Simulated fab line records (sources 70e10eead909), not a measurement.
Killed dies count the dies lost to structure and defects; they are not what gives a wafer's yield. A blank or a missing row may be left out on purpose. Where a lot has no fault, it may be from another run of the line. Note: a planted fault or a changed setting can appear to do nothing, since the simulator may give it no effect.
Chamber matching    flow nandHarc    NHARC_A_STAIRCASE_DEP_471 on pecvd-04 has 3 sister chambers
The step deposits SiO2, target thk 100 nm. 36 wafers are shown with their chamber, then 12 later ones without.

## WAFERS, EACH WITH ITS CHAMBER
wafer   chamber  throttleValvePct (%)  heaterPowerW (W)  heaterPowerOuterW (W)
L075.1  1        15.1                  449               237
L075.2  0        15.1                  469               266
L075.3  2        16.4                  567               330
L081.3  1        15.2                  456               252
L081.4  1        15.3                  462               249
L081.6  0        15.2                  556               316
L080.2  2        16.8                  609               352
L080.3  1        15.2                  415               211
L080.4  1        15.1                  425               219
L084.1  0        15.2                  507               282
L084.5  1        15.0                  416               220
L084.6  2        16.8                  624               355
L083.1  2        16.8                  648               375
L083.2  1        15.3                  468               251
L083.5  2        16.6                  660               376
L088.1  2        16.5                  659               382
L088.2  0        14.9                  534               286
L088.4  0        14.8                  546               302
L085.2  0        14.8                  527               297
L085.5  1        14.9                  422               226
L085.6  0        14.9                  542               301
L086.1  1        15.0                  432               227
L086.3  0        14.8                  600               350
L086.5  0        14.9                  605               347
L087.1  1        15.0                  388               195
L087.2  2        16.4                  684               394
L087.3  0        15.1                  600               346
L089.3  2        16.8                  671               392
L089.5  0        15.1                  550               293
L089.6  2        16.4                  657               398
L091.4  2        16.5                  552               306
L091.5  0        14.7                  628               363
L091.6  1        14.9                  389               197
L092.1  1        14.9                  456               246
L092.3  2        16.5                  666               404
L092.4  0        15.1                  531               286

SIGNATURES (averages over the wafers above)
reading            chamber 0  chamber 1  chamber 2  scatter within a chamber
throttleValvePct   14.969     15.075     16.591     0.165
heaterPowerW       553.46     431.50     636.09     39.1
heaterPowerOuterW  310.38     227.50     369.45     27.8
Rule: for a wafer and a chamber, the distance is found by dividing, reading by reading, the gap between the wafer's reading and the chamber's mean by the reading's scatter, squaring, summing and taking the root. If the next closest chamber is less than 2 further off than the closest, the wafer can't be placed; otherwise it belongs to the closest. The scatter: take each reading less its chamber's mean, square it, sum over the shown wafers, divide by the number of wafers less the number of chambers, and take the root.

## WAFERS MISSING THEIR CHAMBER
wafer   throttleValvePct (%)  heaterPowerW (W)  heaterPowerOuterW (W)
L093.1  15.0                  490               263
L093.3  16.5                  542               306
L093.4  14.8                  483               260
L094.1  16.5                  677               401
L094.3  14.8                  587               352
L094.6  15.0                  584               346
L095.3  15.2                  378               193
L095.5  14.7                  398               194
L095.6  15.1                  614               360
L097.1  16.7                  685               402
L097.3  14.8                  586               339
L097.4  14.9                  386               198

## CHAMBER TAKEN BY EACH
wafer   from the rows above      in truth
L093.1  can't be placed: 1 or 0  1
L093.3  2                        2
L093.4  can't be placed: 1 or 0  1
L094.1  2                        2
L094.3  0                        0
L094.6  0                        0
L095.3  1                        1
L095.5  1                        1
L095.6  0                        0
L097.1  2                        2
L097.3  0                        0
L097.4  1                        1
Correct placement for 10 of the 12. From these rows, 2 cannot be placed; in 2 the true chamber is one of the candidates. Placed wrongly: 0.
